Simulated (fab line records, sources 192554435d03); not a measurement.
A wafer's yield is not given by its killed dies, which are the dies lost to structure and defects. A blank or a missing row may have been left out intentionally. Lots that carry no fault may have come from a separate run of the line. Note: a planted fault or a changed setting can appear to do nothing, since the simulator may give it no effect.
Which of the tools did it? ; flow n5Finfet ; 30 wafers from 10 lots sampled at 6 of the route's 1938 steps

## WHAT THE GAUGES READ, wafer by wafer
N5_BEOL_M1_THK_MEAS_01. Usual: M1_ILD_THK typically reads 79.7 nm, with standard deviation 1.1.
lot;measured;on;M1_ILD_THK (nm);flag
L452;day 6 03:02;filmMetro-02;79.2 80.3 79.7;
L453;day 6 04:32;filmMetro-02;80.1 81.8 79.9;
L459;day 7 17:18;filmMetro-01;79.9 79.0 79.9;
L463;day 8 21:34;filmMetro-02;121.0 123.3 79.1;OFF
L464;day 9 03:07;filmMetro-01;122.9 123.3 82.1;OFF
L465;day 9 10:20;filmMetro-02;79.6 81.1 80.3;
L468;day 9 22:39;filmMetro-02;78.6 81.0 80.9;
L472;day 10 20:22;filmMetro-01;78.4 78.1 79.4;
L471;day 10 20:34;filmMetro-02;80.1 80.7 80.1;
L474;day 11 09:47;filmMetro-01;78.3 79.8 78.9;

N5_BEOL_M4_RC_MEAS_101. Usual: DIBL_N 37.5 mV/V, standard deviation 1.9; DIBL_P 37.3 mV/V, standard deviation 2.4; IOFF_N 0.18 nA/um, standard deviation 0.038; IOFF_P 0.23 nA/um, standard deviation 0.045; ION_N 677 uA/um, standard deviation 11; ION_P 464 uA/um, standard deviation 8.1; SS_N 72.0 mV/dec, standard deviation 0.68; SS_P 73.5 mV/dec, standard deviation 0.77; VT_N 249 mV, standard deviation 3.3; VT_P -249 mV, standard deviation 3.6.
lot;measured;on;DIBL_N (mV/V);DIBL_P (mV/V);IOFF_N (nA/um);IOFF_P (nA/um);ION_N (uA/um);ION_P (uA/um);SS_N (mV/dec);SS_P (mV/dec);VT_N (mV);VT_P (mV);flag
L452;day 8 00:23;prober-02;38.1 40.4 37.6;37.5 40.1 36.8;0.18 0.23 0.17;0.20 0.24 0.19;672 687 665;449 465 451;72.3 73.4 71.6;73.7 73.7 73.8;250 248 252;-251 -249 -254;
L453;day 7 19:20;prober-01;38.4 36.5 39.9;37.3 36.1 39.5;0.22 0.17 0.24;0.24 0.21 0.27;688 667 679;468 460 461;72.3 71.8 72.8;74.0 73.1 74.7;242 248 245;-247 -253 -247;
L459;day 9 20:13;prober-01;35.6 38.9 38.5;35.0 37.3 36.6;0.16 0.21 0.21;0.25 0.29 0.26;682 692 687;478 481 469;71.4 71.5 72.3;74.2 74.3 74.1;247 248 248;-246 -244 -245;
L463;day 10 12:22;prober-01;38.8;37.5;0.20;0.28;687;474;72.0;73.6;248;-244;
L464;day 11 03:58;prober-02;39.6;40.5;0.24;0.28;684;470;73.1;74.4;241;-247;
L465;day 11 05:46;prober-02;34.8 37.4 38.5;34.9 37.4 39.7;0.13 0.16 0.19;0.18 0.21 0.25;673 659 685;458 455 471;70.5 71.8 71.4;72.1 73.2 73.7;254 250 248;-250 -253 -248;
L468;day 12 09:42;prober-01;38.6 42.1 40.1;38.3 41.9 38.9;0.18 0.27 0.22;0.26 0.32 0.26;678 703 697;468 473 474;72.4 73.1 73.2;74.2 75.1 74.1;246 244 247;-246 -243 -249;
L472;day 13 05:11;prober-02;38.6 39.7 40.7;39.3 40.5 41.6;0.18 0.23 0.23;0.24 0.26 0.27;681 683 692;464 463 470;71.8 72.4 72.7;74.7 74.5 74.2;247 244 245;-250 -249 -249;
L471;day 12 19:32;prober-02;36.3 37.6 38.5;36.1 37.0 37.8;0.15 0.17 0.17;0.20 0.21 0.21;689 677 669;471 458 457;71.4 71.7 72.2;72.4 72.8 73.7;249 248 253;-251 -250 -252;
L474;day 13 12:23;prober-02;38.9 36.0 34.5;38.9 36.7 36.0;0.22 0.15 0.13;0.25 0.21 0.20;682 675 664;458 466 462;72.6 71.9 71.6;73.9 72.7 73.4;248 249 253;-249 -248 -250;

## WHICH TOOL RAN EACH LOT (tool, then ch and the chambers of the sampled wafers, then the start)
lot;N5_BEOL_M0_SPUTTER_116;N5_BEOL_M0_ANNEAL_117;N5_BEOL_M0_SPUTTER_134;N5_BEOL_M1_ILD_DEP_00
L452;pvdSputter-02, day 6 00:36;pvdSputter-02, day 6 00:41;pvdSputter-02, day 6 00:50;pecvd-02 ch 0,1,2, day 6 02:59
L453;pvdSputter-03, day 6 02:47;pvdSputter-03, day 6 02:52;pvdSputter-03, day 6 03:01;pecvd-03 ch 0,2, day 6 04:28
L459;pvdSputter-02, day 7 15:46;pvdSputter-02, day 7 15:50;pvdSputter-02, day 7 16:00;pecvd-02 ch 0,1,2, day 7 17:15
L463;pvdSputter-01, day 8 19:56;pvdSputter-01, day 8 20:01;pvdSputter-01, day 8 20:10;pecvd-03 ch 1,2, day 8 21:28
L464;pvdSputter-02, day 9 01:34;pvdSputter-02, day 9 01:39;pvdSputter-02, day 9 01:49;pecvd-03 ch 0,2, day 9 03:02
L465;pvdSputter-01, day 9 08:44;pvdSputter-01, day 9 08:50;pvdSputter-01, day 9 09:01;pecvd-01 ch 0,1,2, day 9 10:16
L468;pvdSputter-03, day 9 20:24;pvdSputter-03, day 9 20:29;pvdSputter-03, day 9 20:38;pecvd-02 ch 0,2, day 9 22:35
L472;pvdSputter-03, day 10 18:31;pvdSputter-03, day 10 18:36;pvdSputter-03, day 10 18:46;pecvd-02 ch 0,1,2, day 10 20:17
L471;pvdSputter-03, day 10 18:58;pvdSputter-03, day 10 19:02;pvdSputter-03, day 10 19:12;pecvd-01 ch 0,1,2, day 10 20:30
L474;pvdSputter-02, day 11 07:59;pvdSputter-02, day 11 08:04;pvdSputter-02, day 11 08:13;pecvd-01 ch 1,2, day 11 09:43
- N5_BEOL_M0_SPUTTER_116: material Cu, target thk 4 nm, time 7.37 s.
- N5_BEOL_M0_ANNEAL_117: time 60 s.
- N5_BEOL_M0_SPUTTER_134: material Cu, target thk 4 nm, time 7.37 s.
- N5_BEOL_M1_ILD_DEP_00: deposits SiOC from DEMS/O2, target thk 79 nm, time 15.3 s.

## AS READ BY THE TOOLS THEMSELVES (means over the sampled wafers that have a number; for cases with no such wafer, the mark the record gives instead)
N5_BEOL_M0_SPUTTER_116. Usual: throttleValvePct reads 30.0 % (standard deviation 0.91).
lot;tool;throttleValvePct (%);flag
L452;pvdSputter-02;30.5;
L453;pvdSputter-03;29.9;
L459;pvdSputter-02;30.5;
L463;pvdSputter-01;28.7;
L464;pvdSputter-02;30.5;
L465;pvdSputter-01;30.1;
L468;pvdSputter-03;29.8;
L472;pvdSputter-03;29.2;
L471;pvdSputter-03;29.9;
L474;pvdSputter-02;30.3;

N5_BEOL_M0_ANNEAL_117. Usual: heaterPowerW reads 824 W (standard deviation 87).
lot;tool;heaterPowerW (W);flag
L452;pvdSputter-02;958;
L453;pvdSputter-03;785;
L459;pvdSputter-02;916;
L463;pvdSputter-01;870;
L464;pvdSputter-02;960;
L465;pvdSputter-01;711;
L468;pvdSputter-03;776;
L472;pvdSputter-03;743;
L471;pvdSputter-03;796;
L474;pvdSputter-02;801;

N5_BEOL_M0_SPUTTER_134. Usual: throttleValvePct reads 30.0 % (standard deviation 0.92).
lot;tool;throttleValvePct (%);flag
L452;pvdSputter-02;30.4;
L453;pvdSputter-03;30.0;
L459;pvdSputter-02;30.4;
L463;pvdSputter-01;28.4;
L464;pvdSputter-02;30.3;
L465;pvdSputter-01;30.3;
L468;pvdSputter-03;29.8;
L472;pvdSputter-03;29.2;
L471;pvdSputter-03;30.2;
L474;pvdSputter-02;30.3;

N5_BEOL_M1_ILD_DEP_00. Usual: heaterPowerW 457 W, standard deviation 44; showerheadPlenumPTorr 5.691 Torr, standard deviation 0.017; throttleValvePct 11.5 %, standard deviation 0.35.
lot;tool;heaterPowerW (W);showerheadPlenumPTorr (Torr);throttleValvePct (%);flag
L452;pecvd-02;454;5.688;11.4;
L453;pecvd-03;446;5.695;11.6;
L459;pecvd-02;435;5.688;11.5;
L463;pecvd-03;498;5.680;11.7;
L464;pecvd-03;474;5.712;11.6;
L465;pecvd-01;437;5.691;11.6;
L468;pecvd-02;453;5.681;11.7;
L472;pecvd-02;458;5.692;11.6;
L471;pecvd-01;470;5.690;11.5;
L474;pecvd-01;465;5.702;11.5;

## THE ANSWER, worked out from the rows above alone
Rule: take the mean of a lot's wafers that have a number; if it is more than 3 standard deviations from the usual mean, the lot is off. Also off: a lot with no number at a reading for which 4 or more lots have one. Any other lot the step has rows for is counted as sound. Order of review: gauges by route order, followed by the tools' own readings, for which a lot's mean as printed above is used. At the first step where some lot is off, the reading lying furthest off is the one used; lots without a number count as furthest.
Off: at N5_BEOL_M1_THK_MEAS_01 (M1_ILD_THK), L463, L464.
If a tool, at a process step before that reading, ran all the lots that are off and no sound lot after the first of them, it fits. The gauges at N5_BEOL_M1_THK_MEAS_01 are tried like those tools. One fits: pecvd-03 at N5_BEOL_M1_ILD_DEP_00. Its last sound lot is L453 (day 6 04:28), its first lot that is off L463 (day 8 21:28): a fault that began between those two fits.

## WHAT THE SIMULATOR HAD PUT IN
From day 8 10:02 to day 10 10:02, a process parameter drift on pecvd-03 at N5_BEOL_M1_ILD_DEP_00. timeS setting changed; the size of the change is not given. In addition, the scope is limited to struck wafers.
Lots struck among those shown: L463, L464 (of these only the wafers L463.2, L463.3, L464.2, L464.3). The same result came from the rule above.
